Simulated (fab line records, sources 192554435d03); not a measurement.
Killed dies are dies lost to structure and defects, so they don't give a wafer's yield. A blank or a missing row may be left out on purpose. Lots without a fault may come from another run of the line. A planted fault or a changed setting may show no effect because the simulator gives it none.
Split-lot experiment | flow n5_finfet | 7 lots, 39 wafers read, on a route of 1938 steps

THE SPLIT
At N5_BEOL_M2_DEP_57 (deposits SiCN from 3MS/NH3, target thk 8 nm, time 14 s), the setting target_thk_a was moved away from the recipe's 80 angstrom on 12 of the 39 wafers read, by -57.2% to +45.5%. The other wafers ran this setting at the recipe's value.

The reading is taken at the split's own step.

THE READING
SiCN_of_BEOL_M2_DEP_57.thk_nm (the simulator's own value, which no gauge read), in nm, at N5_BEOL_M2_DEP_57 (deposits SiCN from 3MS/NH3, target thk 8 nm, time 14 s). The file gives no usual value for it. The 27 wafers here that ran the recipe average 8.0 nm, standard deviation 0.12 nm.

wafer  | tool, chamber at the split | target_thk_a as run, angstrom | against the recipe | SiCN_of_BEOL_M2_DEP_57.thk_nm, nm | against lot-mates on the recipe
L074.2 | pecvd-02, 0                | 80                            | recipe             | 8                                 | -
L074.4 | pecvd-02, 2,1              | 80                            | recipe             | 8.2                               | -
L074.6 | pecvd-02, 2,1              | 80                            | recipe             | 8.2                               | -
L076.1 | pecvd-02, 1                | 116.4                         | +45.5%             | 11.4                              | +3.4
L076.2 | pecvd-02, 2                | 80                            | recipe             | 8                                 | -
L076.3 | pecvd-02, 0                | 80                            | recipe             | 7.8                               | -
L076.4 | pecvd-02, 0,1              | 116.4                         | +45.5%             | 11.6                              | +3.6
L076.5 | pecvd-02, 0,1              | 116.4                         | +45.5%             | 11.6                              | +3.6
L076.6 | pecvd-02, 2                | 80                            | recipe             | 8.2                               | -
L086.1 | pecvd-01, 1                | 95.63                         | +19.5%             | 9.2                               | +1.3
L086.2 | pecvd-01, 0                | 80                            | recipe             | 7.8                               | -
L086.3 | pecvd-01, 0                | 95.63                         | +19.5%             | 9.6                               | +1.7
L086.6 | pecvd-01, 0                | 95.63                         | +19.5%             | 9.6                               | +1.7
L086.4 | pecvd-01, 1                | 80                            | recipe             | 8                                 | -
L086.5 | pecvd-01, 1                | 80                            | recipe             | 8                                 | -
L090.1 | pecvd-02, 2,1              | 80                            | recipe             | 7.8                               | -
L090.4 | pecvd-02, 2,1              | 80                            | recipe             | 7.8                               | -
L090.2 | pecvd-02, 0,1,0,2          | 80                            | recipe             | 8                                 | -
L090.3 | pecvd-02, 0,1,0,2          | 80                            | recipe             | 8                                 | -
L090.5 | pecvd-02, 0,1,0,2          | 80                            | recipe             | 8                                 | -
L090.6 | pecvd-02, 0,1,0,2          | 80                            | recipe             | 8                                 | -
L093.1 | pecvd-01, 1,2,0,2,1,0      | 80                            | recipe             | 8                                 | -
L093.2 | pecvd-01, 1,2,0,2,1,0      | 80                            | recipe             | 8                                 | -
L093.3 | pecvd-01, 1,2,0,2,1,0      | 80                            | recipe             | 8                                 | -
L093.4 | pecvd-01, 1,2,0,2,1,0      | 80                            | recipe             | 8                                 | -
L093.5 | pecvd-01, 1,2,0,2,1,0      | 80                            | recipe             | 8                                 | -
L093.6 | pecvd-01, 1,2,0,2,1,0      | 80                            | recipe             | 8                                 | -
L096.1 | pecvd-03, 0,2              | 80                            | recipe             | 7.8                               | -
L096.3 | pecvd-03, 0,2              | 80                            | recipe             | 7.8                               | -
L096.2 | pecvd-03, 1,0              | 34.27                         | -57.2%             | 3.4                               | -4.5
L096.6 | pecvd-03, 1,0              | 34.27                         | -57.2%             | 3.4                               | -4.5
L096.4 | pecvd-03, 2                | 34.27                         | -57.2%             | 3.2                               | -4.7
L096.5 | pecvd-03, 1                | 80                            | recipe             | 8                                 | -
L092.1 | pecvd-01, 1                | 80                            | recipe             | 7.8                               | -
L092.2 | pecvd-01, 2                | 62.92                         | -21.4%             | 6.4                               | -1.5
L092.3 | pecvd-01, 0                | 62.92                         | -21.4%             | 6                                 | -1.9
L092.4 | pecvd-01, 2,1              | 80                            | recipe             | 8                                 | -
L092.6 | pecvd-01, 2,1              | 80                            | recipe             | 8                                 | -
L092.5 | pecvd-01, 0                | 62.92                         | -21.4%             | 6.2                               | -1.7
Where a row lists several chambers, the file gives one row for several wafers and doesn't say which wafer went through which chamber.

THE FIT
A straight line over all 39 wafers: SiCN_of_BEOL_M2_DEP_57.thk_nm changes by +0.08 nm for each +1% of target_thk_a; r = +1.00; the points scatter about the line by 0.13 nm.
The same after taking each lot's own level away (the mean of its wafers on the recipe; 39 wafers): +0.0788 nm for each +1%; r = +1.00; scatter 0.12 nm.
On that fit, the largest move of target_thk_a shifts the reading by 4.5 nm.
The lots' own levels span 7.87 to 8.13 nm, that is 2.3 times the standard deviation above.
So the lot-to-lot level changes the slope little: the two slopes agree.
Check: with one of the wafers moved furthest among these (-57.2%) left out of the fit, the line predicts -4.53 nm for it against its lot-mates. It came out at -4.47 nm against them.

OTHER SPLITS ON THESE WAFERS
These wafers also went through other splits before the reading. Each is held against what the fit with the lots' levels taken away leaves over:
other split on the same wafers              | wafers away from the commonest value | r with SiCN_of_BEOL_M2_DEP_57.thk_nm (lot level and that fit taken away)
N5_ZERO_LAYER_PECVD_02 time_s               | 18                                   | +0.01
N5_FIN_SAQP_HM_DEP_03 time_s                | 15                                   | -0.26
N5_SD_EPI_N_DESCUM_14 time_s                | 12                                   | +0.30
N5_MOL_CONTACT_COAG_ETCH_106 target_depth_a | 15                                   | -0.08
N5_BEOL_M0_SAQP_SPACER2_ETCHBACK_27 time_s  | 15                                   | +0.03
N5_BEOL_M2_ILD_DEP_00 target_thk_a          | 15                                   | +0.09

THE FILE'S OWN FIT
SiCN_of_BEOL_M2_DEP_57.thk_nm changes by +0.0788 nm for each +1% of target_thk_a, r = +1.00.
